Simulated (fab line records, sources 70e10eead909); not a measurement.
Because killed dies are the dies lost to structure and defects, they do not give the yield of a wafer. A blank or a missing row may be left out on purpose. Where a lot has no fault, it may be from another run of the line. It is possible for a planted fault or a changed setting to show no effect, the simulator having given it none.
A struck lot beside a sound one -- flow nand-harc -- 14 steps out of a route of 1302
Sound: wafers L667.2, L667.3, L667.4. Struck: wafers L674.3, L674.5 (left out: L674.2, a lot-mate that was not struck); the cause follows at the end.
Order at every step that has rows: each side's tool, ch and its chambers, its first start. Under that, the readings that differ: sound wafers -- struck wafers -- difference of the means -- sigmas: that difference in standard deviations of wafers without a fault.
alike: same words and numbers on both sides, and readings whose means sit less than 2 such deviations apart. not compared: any withheld reading, any reading some wafer has no value for, any bound like >300 that may hide the same value, and any number with overlapping values for which the record gives no deviation.
The two part at a step that has a row with sigmas, a row that says differs or no value, or rows on one side only. Numbers that don't overlap but have no deviation are shown without sigmas and don't part them. A reading missing from all wafers of one side parts the sides only when that side holds two or more wafers.

first, 4 steps without rows for these wafers: NHARC_A_M1_EBR_05; NHARC_A_M1_EXPOSE_06 (exposes mask A M1, target cd 120 nm); NHARC_A_M1_PEB_07 (peb time 65 s); NHARC_A_M1_DEVELOP_08 (develop time 35 s).
NHARC_A_M1_CD_MEAS_09 targets a cd of 120 nm.
  sound on cd-sem-02 ch 0, day 23 12:29; struck on cd-sem-03 ch 0, day 26 09:19
  alike: cd-nm
NHARC_A_M1_OVL_MEAS_10: pitch 240 nm.
  struck on overlay-02, day 26 09:25; sound on overlay-01, day 23 12:35
  alike: overlay-x-nm, overlay-y-nm
NHARC_A_M1_INSPECT_11:
  struck on defect-inspect-01, day 26 09:26; sound on defect-inspect-02, day 23 12:37
  alike: raw-defect-count
NHARC_A_M1_DESCUM_14: chemistry O2, time 3 s.
  sound on rie-diel-02 ch 1,2,3, day 23 12:41; struck on rie-diel-03 ch 0,1, day 26 09:31
  alike: chamber-pressure-mTorr, drypump-motor-current-A, oes-product-au, rf-vpp-V, showerhead-plenum-p-Torr, throttle-valve-pct
  not compared: rf-hours-counter-h
NHARC_A_M1_ETCH_35: etches the open film in N2/H2, target depth 40 nm, overetch 12 nm, time 43.94 s.
  sound on rie-diel-02 ch 0,1,2, day 23 12:46; struck on rie-diel-03 ch 1,2, day 26 09:35
  alike: chamber-pressure-mTorr, drypump-motor-current-A, oes-product-au, rf-vpp-V, run-length-s, showerhead-plenum-p-Torr, throttle-valve-pct
  not compared: rf-hours-counter-h
NHARC_A_M1_ETCH_15: etches the open film in C4F8/Ar, target depth 182.5 nm, time 91.2 s.
  sound: rie-diel-02 ch 0,1,2; struck: rie-diel-03 ch 0,2
reading,sound,struck,difference,sigmas
oes-product-au (a.u.),0.941 0.938 0.928,0.981 0.983,+0.046,+2
  alike: chamber-pressure-mTorr, rf-vpp-V, run-length-s
  not compared: rf-hours-counter-h
NHARC_A_M1_CD_MEAS_16:
  struck on cd-sem-03, day 26 09:49; sound on cd-sem-01, day 23 12:59
  alike: cd-nm
NHARC_A_M1_STRIP_18: strips in N2/H2.
  sound on rie-diel-04 ch 0,2,3, day 23 13:04; struck on rie-diel-04 ch 2,3, day 26 09:54
  alike: chamber-pressure-mTorr, drypump-motor-current-A, oes-product-au, rf-vpp-V, showerhead-plenum-p-Torr, throttle-valve-pct
  not compared: rf-hours-counter-h
NHARC_A_M1_ETCH_28: etches the open film in CF4/N2, target depth 30 nm, time 72.99 s.
  sound on rie-diel-04 ch 0,1,2, day 23 13:18; struck on rie-diel-04 ch 0, day 26 10:07
reading,sound,struck,difference,sigmas
run-length-s (s),94.2 93.7 94.5,72.3 72.6,-21.7,-52
throttle-valve-pct (%),19.804 19.801 19.800,19.763 19.799,-0.021,-2
  alike: chamber-pressure-mTorr, drypump-motor-current-A, oes-product-au, rf-vpp-V, showerhead-plenum-p-Torr
  not compared: rf-hours-counter-h
then, 1 step without rows for these wafers: NHARC_A_M1_STRIP_19 (strips in post etch residue remover, time 600 s).

## WHERE THEY PART
First at NHARC_A_M1_ETCH_15; last, within this record, at NHARC_A_M1_ETCH_28.

WHY: what the simulator had put in
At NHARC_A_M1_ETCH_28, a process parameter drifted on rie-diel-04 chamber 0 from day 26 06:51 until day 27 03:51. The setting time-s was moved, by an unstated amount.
